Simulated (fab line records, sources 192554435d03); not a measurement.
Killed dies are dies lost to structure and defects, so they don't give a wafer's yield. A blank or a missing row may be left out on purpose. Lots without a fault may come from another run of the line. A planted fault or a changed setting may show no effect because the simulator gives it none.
Which tool did it? | flow n5_finfet | 9 lots, 27 wafers sampled, at 6 steps of a route of 1938

WHAT THE GAUGES READ, wafer by wafer
N5_BEOL_M1_INSPECT_13: inspects for defects (brightfield).
lot  | measured     | on                | raw_defect_count
L164 | day 6 06:40  | defect_inspect-02 | 522 570 438
L166 | day 6 12:17  | defect_inspect-02 | 658 653 479
L171 | day 8 01:13  | defect_inspect-02 | 255 337 301
L172 | day 8 03:50  | defect_inspect-02 | 484 410 361
L173 | day 8 04:16  | defect_inspect-02 | 405 306 539
L176 | day 9 02:28  | defect_inspect-01 | 495 438 469
L180 | day 10 00:08 | defect_inspect-02 | 290 350 516
L181 | day 10 11:45 | defect_inspect-02 | 494 415 446
L182 | day 10 18:00 | defect_inspect-01 | 557 480 521

N5_BEOL_M1_CD_MEAS_28: target cd y 23.3 nm.
lot  | measured     | on        | cd_nm (nm)
L164 | day 6 07:27  | cd_sem-02 | 23.72 24.03 24.18
L166 | day 6 13:04  | cd_sem-03 | 23.87 23.79 23.82
L171 | day 8 02:01  | cd_sem-03 | 24.00 24.36 24.31
L172 | day 8 04:46  | cd_sem-03 | 24.05 24.11 24.43
L173 | day 8 05:12  | cd_sem-03 | 24.11 24.25 23.80
L176 | day 9 03:23  | cd_sem-02 | 23.78 23.72 23.58
L180 | day 10 01:05 | cd_sem-01 | 25.54 25.50 25.45
L181 | day 10 12:33 | cd_sem-01 | 25.01 25.19 24.99
L182 | day 10 18:55 | cd_sem-02 | 23.96 24.24 24.16

N5_BEOL_M4_RC_MEAS_101.
lot  | measured     | on        | DIBL_N (mV/V)  | DIBL_P (mV/V)  | IOFF_N (nA/um) | IOFF_P (nA/um) | ION_N (uA/um) | ION_P (uA/um) | SS_N (mV/dec)  | SS_P (mV/dec)  | VT_N (mV)   | VT_P (mV)
L164 | day 8 01:49  | prober-01 | 40.2 36.2 35.2 | 39.4 35.4 33.2 | 0.24 0.16 0.12 | 0.28 0.19 0.16 | 688 679 653   | 460 461 446   | 72.3 71.2 71.2 | 72.9 72.6 72.5 | 244 250 254 | -246 -251 -254
L166 | day 8 09:55  | prober-01 | 35.3 33.9 35.4 | 34.0 32.8 35.6 | 0.15 0.12 0.15 | 0.18 0.17 0.21 | 665 644 660   | 454 446 456   | 70.9 70.8 71.4 | 73.4 73.3 73.8 | 249 253 253 | -251 -253 -249
L171 | day 9 19:09  | prober-02 | 36.0 35.1 37.5 | 35.6 34.5 37.1 | 0.16 0.14 0.20 | 0.21 0.20 0.24 | 667 672 686   | 458 453 462   | 71.7 71.5 71.5 | 72.8 72.4 72.8 | 248 248 245 | -249 -251 -249
L172 | day 9 18:35  | prober-01 | 37.0 37.0 36.8 | 39.3 39.2 38.2 | 0.16 0.16 0.15 | 0.25 0.23 0.23 | 656 679 663   | 464 465 462   | 71.9 72.1 71.5 | 73.5 73.6 74.0 | 251 251 250 | -247 -251 -246
L173 | day 9 21:37  | prober-01 | 39.5 35.5 36.1 | 39.5 35.5 35.8 | 0.22 0.15 0.15 | 0.33 0.23 0.22 | 698 680 677   | 484 472 468   | 72.3 71.4 72.1 | 74.4 73.7 73.2 | 248 248 253 | -241 -245 -247
L176 | day 11 02:34 | prober-02 | 39.9 36.0 35.6 | 40.9 37.5 36.3 | 0.24 0.17 0.16 | 0.29 0.23 0.21 | 703 685 681   | 474 474 461   | 72.0 71.5 71.8 | 73.6 73.0 72.6 | 242 248 247 | -246 -247 -250
L180 | day 11 15:26 | prober-02 | 34.9 35.7 33.0 | 35.9 35.8 32.4 | 0.14 0.15 0.10 | 0.17 0.17 0.13 | 665 678 660   | 454 457 447   | 70.8 70.9 71.0 | 73.4 72.5 71.2 | 251 251 257 | -255 -255 -258
L181 | day 12 04:41 | prober-02 | 37.7 36.5 36.4 | 36.8 34.2 34.9 | 0.17 0.15 0.14 | 0.17 0.15 0.15 | 680 668 674   | 453 450 454   | 71.8 71.5 70.8 | 73.3 73.3 72.7 | 248 253 250 | -259 -258 -259
L182 | day 12 18:25 | prober-01 | 40.0 38.8 34.9 | 38.9 37.3 32.8 | 0.20 0.17 0.11 | 0.23 0.22 0.15 | 678 676 665   | 457 460 459   | 72.0 71.3 71.3 | 73.2 72.8 72.4 | 246 250 256 | -253 -252 -259

WHICH TOOL RAN EACH LOT (tool, then ch and the chambers of the sampled wafers, then the start)
lot  | N5_BEOL_M1_DESCUM_16               | N5_BEOL_M1_EXPOSE_25              | N5_BEOL_M1_ETCH_77
L164 | rie_diel-01 ch 1,3, day 6 06:43    | euv_scanner-02 ch 0, day 6 07:19  | rie_diel-02 ch 2,3, day 6 07:37
L166 | rie_diel-01 ch 0,1,3, day 6 12:19  | euv_scanner-02 ch 0, day 6 12:56  | rie_diel-06 ch 0,1,3, day 6 13:14
L171 | rie_diel-02 ch 0,1,2, day 8 01:16  | euv_scanner-02 ch 0, day 8 01:52  | rie_diel-02 ch 0,1,2, day 8 02:19
L172 | rie_diel-02 ch 2,3, day 8 03:52    | euv_scanner-01 ch 0, day 8 04:38  | rie_diel-06 ch 0,2,3, day 8 04:56
L173 | rie_diel-06 ch 2,3, day 8 04:24    | euv_scanner-01 ch 0, day 8 05:04  | rie_diel-01 ch 0,1,3, day 8 05:38
L176 | rie_diel-01 ch 0,1,3, day 9 02:37  | euv_scanner-02 ch 0, day 9 03:14  | rie_diel-06 ch 0,2,3, day 9 03:32
L180 | rie_diel-01 ch 0,2,3, day 10 00:13 | euv_scanner-01 ch 0, day 10 00:56 | rie_diel-02 ch 0,2,3, day 10 01:16
L181 | rie_diel-02 ch 0,1, day 10 11:47   | euv_scanner-01 ch 0, day 10 12:26 | rie_diel-02 ch 1,2,3, day 10 12:43
L182 | rie_diel-01 ch 0,3, day 10 18:02   | euv_scanner-02 ch 0, day 10 18:46 | rie_diel-06 ch 0,1,3, day 10 19:04
- N5_BEOL_M1_DESCUM_16: chemistry O2, time 7 s.
- N5_BEOL_M1_EXPOSE_25: exposes mask V0, defocus 5 nm, target cd 24 nm.
- N5_BEOL_M1_ETCH_77: etches underlayer in N2/H2, target depth 6.5 nm, time 5.2 s.

WHAT THE TOOLS THEMSELVES READ (means of the sampled wafers that have a number; where no wafer has one, the mark that the record gives instead)
N5_BEOL_M1_DESCUM_16.
lot  | tool        | drypump_motor_current_A (A) | oes_product_au (a.u.) | rf_vpp_V (V) | showerhead_plenum_p_Torr (Torr) | throttle_valve_pct (%)
L164 | rie_diel-01 | 6.0                         | 0.74                  | 243.6        | 2.11                            | 20.77
L166 | rie_diel-01 | 5.7                         | 0.82                  | 243.1        | 2.10                            | 20.52
L171 | rie_diel-02 | 6.0                         | 0.83                  | 242.1        | 2.02                            | 20.19
L172 | rie_diel-02 | 5.7                         | 0.73                  | 243.8        | 2.11                            | 20.53
L173 | rie_diel-06 | 6.1                         | 0.77                  | 244.5        | 2.19                            | 20.53
L176 | rie_diel-01 | 5.7                         | 0.79                  | 243.9        | 2.09                            | 20.55
L180 | rie_diel-01 | 5.6                         | 0.80                  | 244.1        | 2.13                            | 20.35
L181 | rie_diel-02 | 6.1                         | 0.83                  | 242.5        | 2.01                            | 20.18
L182 | rie_diel-01 | 5.8                         | 0.83                  | 243.9        | 2.14                            | 20.34

N5_BEOL_M1_EXPOSE_25.
lot  | tool           | exposure_dose_mJ_cm2
L164 | euv_scanner-02 | 62.94
L166 | euv_scanner-02 | 63.03
L171 | euv_scanner-02 | 63.01
L172 | euv_scanner-01 | 62.96
L173 | euv_scanner-01 | 62.94
L176 | euv_scanner-02 | 62.94
L180 | euv_scanner-01 | 67.63
L181 | euv_scanner-01 | 67.65
L182 | euv_scanner-02 | 63.03

N5_BEOL_M1_ETCH_77.
lot  | tool        | drypump_motor_current_A (A) | etch_rf_on_time_s (s) | oes_product_au (a.u.) | rf_vpp_V (V) | showerhead_plenum_p_Torr (Torr) | throttle_valve_pct (%)
L164 | rie_diel-02 | 5.8                         | 5.07                  | 0.68                  | 524.4        | 2.51                            | 17.72
L166 | rie_diel-06 | 6.0                         | 5.23                  | 0.63                  | 525.7        | 2.60                            | 17.82
L171 | rie_diel-02 | 6.0                         | 5.12                  | 0.72                  | 521.3        | 2.45                            | 17.55
L172 | rie_diel-06 | 6.0                         | 5.16                  | 0.64                  | 524.9        | 2.61                            | 17.88
L173 | rie_diel-01 | 5.7                         | 5.18                  | 0.69                  | 524.0        | 2.57                            | 18.07
L176 | rie_diel-06 | 6.0                         | 5.18                  | 0.64                  | 524.7        | 2.60                            | 17.91
L180 | rie_diel-02 | 5.7                         | 5.06                  | 0.72                  | 521.8        | 2.49                            | 17.64
L181 | rie_diel-02 | 6.0                         | 4.97                  | 0.76                  | 523.5        | 2.51                            | 17.65
L182 | rie_diel-06 | 6.0                         | 5.26                  | 0.61                  | 525.1        | 2.58                            | 17.87

THE ANSWER, worked out from the rows above alone
Rule: what is usual is taken from the lots themselves. Put in order of their means at a reading, lots are off if they are a third of the lots or fewer, leave a main group of 4 or more, and stand apart from it by a gap of 3 or more times the standard deviation of the main group's means; of several such gaps the widest counts. A main group whose means are all the same, to the digits that the tables above print for the reading, isn't used. A lot without any number at a reading at which 4 lots or more have one is off too. The other lots that the step has rows for count as sound. The gauges are gone through in route order, then the tools' own readings, and for those a lot's mean is taken as printed above. The first step at which some lot is off is used, and at that step the reading that is off furthest; a lot without a number counts as furthest.
Off: L180, L181, at N5_BEOL_M1_CD_MEAS_28 (cd_nm). The main group: mean 24.01 nm, standard deviation 0.18.
A tool fits if, at a process step before that reading, it ran every lot that is off, and no sound lot after the first of them. The gauges at N5_BEOL_M1_CD_MEAS_28 aren't tried: what is off there is off at N5_BEOL_M1_EXPOSE_25 too, on other tools, and a gauge's error can't cause that. One fits: euv_scanner-01 at N5_BEOL_M1_EXPOSE_25. Its last sound lot is L173 (day 8 05:04), its first lot that is off L180 (day 10 00:56): a fault that began between those two fits.
The tool's own readings at N5_BEOL_M1_EXPOSE_25 bear it out: on the lots that are off they differ by more than 5 times the standard deviation of the sound lots' means. exposure_dose_mJ_cm2 reads 67.64 there against 62.98 on the sound lots.

WHAT THE SIMULATOR HAD PUT IN
Process parameter drift: euv_scanner-01, from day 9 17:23 on, at N5_BEOL_M1_EXPOSE_25. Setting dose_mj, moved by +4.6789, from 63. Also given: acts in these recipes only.
Lots struck among those shown: L180, L181. The rule above found the same.
